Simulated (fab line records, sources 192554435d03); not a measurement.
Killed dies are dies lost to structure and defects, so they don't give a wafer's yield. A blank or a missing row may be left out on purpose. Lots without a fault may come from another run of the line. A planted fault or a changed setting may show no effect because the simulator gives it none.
Chamber matching | flow n5_finfet | N5_BEOL_M14_CMP_49 on cmp-02: 4 sister chambers
The step polishes, stops on SiO2, t overpolish 5.2 s, target thk 560 nm. 16 wafers are shown with their chamber, then 8 later ones without.

WAFERS WITH THEIR CHAMBER
wafer  | chamber | time_to_endpoint_s (s) | barrier_field_endpoint_s (s) | motor_current_A (A)
L075.2 | 3       | 119                    | 11.3                         | 8.2
L075.4 | 0       | 118                    | 10.8                         | 7.9
L075.6 | 1       | 133                    | 11.8                         | 8.7
L077.1 | 1       | 132                    | 12.0                         | 8.7
L077.2 | 3       | 121                    | 11.2                         | 8.1
L077.5 | 3       | 118                    | 11.0                         | 8.5
L080.1 | 1       | 132                    | 11.9                         | 8.7
L080.3 | 2       | 123                    | 11.3                         | 8.1
L080.5 | 2       | 124                    | 11.3                         | 7.9
L081.2 | 1       | 130                    | 11.7                         | 8.6
L081.4 | 3       | 122                    | 11.1                         | 8.3
L081.6 | 0       | 122                    | 11.1                         | 8.7
L089.2 | 3       | 117                    | 11.0                         | 8.2
L089.5 | 1       | 127                    | 11.4                         | 8.5
L089.6 | 0       | 120                    | 11.0                         | 8.5
L087.1 | 3       | 117                    | 10.8                         | 8.6

SIGNATURES (means of the wafers above)
reading                  | chamber 0 | chamber 1 | chamber 2 | chamber 3 | scatter within a chamber
time_to_endpoint_s       | 120.00    | 130.80    | 123.50    | 119.00    | 2.11
barrier_field_endpoint_s | 10.967    | 11.760    | 11.300    | 11.067    | 0.185
motor_current_A          | 8.367     | 8.640     | 8.000     | 8.317     | 0.221
Rule: a wafer's distance from a chamber is the root of the sum, over the readings, of the square of ((its reading less the chamber's mean) divided by the reading's scatter). The wafer belongs to the nearest chamber; if the next one is less than 2 further off, it can't be placed. The scatter: the root of (the sum of the squares of (reading less its chamber's mean) over the shown wafers, divided by (wafers less chambers)).

WAFERS WITHOUT THEIR CHAMBER
wafer  | time_to_endpoint_s (s) | barrier_field_endpoint_s (s) | motor_current_A (A)
L087.4 | 118                    | 10.8                         | 8.8
L087.6 | 121                    | 11.1                         | 8.1
L088.1 | 129                    | 11.5                         | 8.7
L088.3 | 122                    | 11.0                         | 8.0
L088.6 | 116                    | 10.7                         | 8.3
L096.3 | 127                    | 11.4                         | 8.3
L096.5 | 134                    | 11.7                         | 7.8
L096.6 | 124                    | 11.4                         | 8.3

WHICH CHAMBER EACH WENT THROUGH
wafer  | from the rows above               | in truth
L087.4 | can't be placed: 0 or 3           | 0
L087.6 | can't be placed: 3 or 0 or 2      | 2
L088.1 | 1                                 | 1
L088.3 | can't be placed: 2 or 0 or 3      | 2
L088.6 | can't be placed: 0 or 3           | 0
L096.3 | can't be placed: 2 or 1 or 0 or 3 | 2
L096.5 | can't be placed: 1 or 2           | 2
L096.6 | can't be placed: 2 or 3 or 0      | 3
Placed correctly: 1 of 8. Can't be placed from these rows: 7 (the true chamber is among the candidates in 7). Placed wrongly: 0.
